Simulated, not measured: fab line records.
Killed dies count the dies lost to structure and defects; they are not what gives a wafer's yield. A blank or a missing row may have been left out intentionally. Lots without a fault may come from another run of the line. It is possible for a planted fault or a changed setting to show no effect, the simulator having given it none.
Chamber matching	flow nand_harc	NHARC_P_BONDPAD_ETCH_37 on rie_diel-07: 4 sister chambers
The step etches the open film in N2/H2, target depth 60 nm, overetch 18 nm, time 65.91 s. 4 wafers are shown with their chamber, then 7 later ones without.

## WAFERS PAIRED WITH THEIR CHAMBERS
wafer	chamber	drypump_motor_current_A (A)
L082.4	3	5.7
L085.1	0	5.8
L092.1	1	5.0
L092.5	2	6.0

## WAFERS WITHOUT THEIR CHAMBER
wafer	drypump_motor_current_A (A)
L092.6	5.6
L095.2	5.0
L095.3	5.8
L095.6	6.1
L096.1	5.7
L096.3	6.0
L096.6	5.9

## THE CHAMBER EACH PASSED THROUGH
wafer	from the rows above	in truth
L092.6	can't be placed: 3 or 0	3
L095.2	1	1
L095.3	can't be placed: 0 or 3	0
L095.6	2	2
L096.1	can't be placed: 3 or 0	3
L096.3	2	2
L096.6	can't be placed: 2 or 0 or 3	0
Correct placement for 3 of the 7. These rows do not allow placing 4 (true chamber among the candidates in 4). 0 placed wrongly.
How it was worked out, from the rows above alone: a wafer's distance from a chamber is the root of the sum, over the readings, of the square of ((its reading less the chamber's mean) divided by the reading's scatter). If the next closest chamber is less than 2 further off than the closest, the wafer can't be placed; otherwise it belongs to the closest. A chamber's mean is the mean of its shown wafers. The scatter (one wafer shown for each chamber): square how far every hidden wafer sits from the nearest shown wafer, average those squares and take the square root.
